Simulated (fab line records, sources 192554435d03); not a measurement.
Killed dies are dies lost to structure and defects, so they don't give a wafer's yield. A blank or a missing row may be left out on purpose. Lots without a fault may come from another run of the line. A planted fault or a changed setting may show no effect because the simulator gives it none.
One fault seen from 2 desks | flow n5_finfet | each desk has only its own numbers; what lay behind them comes last

THE TOOL OWNER'S DESK: litho_track-03
The tool's own readings at N5_BEOL_M12_PEB_08 (peb time 90 s): means of the sampled wafers that have a number, for each lot that ran on this tool. A lot is out of limits, marked OUT, if its mean lies more than 4 standard deviations from the usual mean; the brackets give that distance.
Columns: A = plate_temp_C at N5_BEOL_M12_PEB_08, usual 130.01 C
lot  | first seen here | A
L930 | day 13 22:46    | 130.05
L936 | day 15 01:59    | 129.98
L946 | day 16 22:24    | 129.90
L945 | day 17 20:48    | 130.89 (+6.8) OUT
L940 | day 17 23:54    | 130.97 (+7.4) OUT
This desk's finding: out of limits on L940, L945; first on L945, day 17 20:48 (plate_temp_C at N5_BEOL_M12_PEB_08). In limits: L930, L936, L946.

THE METROLOGY DESK
What the gauges read, lot by lot, whatever tool the lot ran on: means of the sampled wafers that have a number. A lot is out of limits, marked OUT, if its mean lies more than 4 standard deviations from the usual mean; the brackets give that distance.
Columns: A = M12_ILD_THK at N5_BEOL_M12_THK_MEAS_01, usual 661 nm; B = V11_OVL at N5_BEOL_M12_OVL_MEAS_11, usual 4 nm
lot  | first seen here | A   | B
L924 | day 12 15:43    | 659 | -2
L928 | day 13 21:53    | 666 | 3
L930 | day 13 22:27    | 668 | 3
L931 | day 14 02:42    | 671 | -3
L933 | day 14 08:46    | 662 | 4
L932 | day 15 00:18    | 662 | 6
L936 | day 15 01:40    | 658 | 7
L934 | day 15 06:59    | 661 | 6
L946 | day 16 22:05    | 662 | 9
L945 | day 17 20:37    | 666 | 4
L940 | day 17 23:43    | 663 | 6
L947 | day 19 01:49    | 660 | 3
This desk's finding: nothing out of limits on any of the 12 lots.

PUT TOGETHER
The tool owner's desk could have raised an alarm at day 17 20:48, on L940, L945.
The metrology desk saw nothing out of limits.
The metrology desk has L940, L945 on record, within its limits.
Of the lots named, all ran N5_BEOL_M12_PEB_08 on litho_track-03.

WHAT THE SIMULATOR HAD PUT IN
Process parameter drift: litho_track-03, from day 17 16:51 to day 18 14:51, at N5_BEOL_M12_PEB_08. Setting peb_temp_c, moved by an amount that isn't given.
Lots struck among those shown: L940, L945.
Hours from the fault's start to each desk's first reading out of limits: the tool owner's desk, 4.
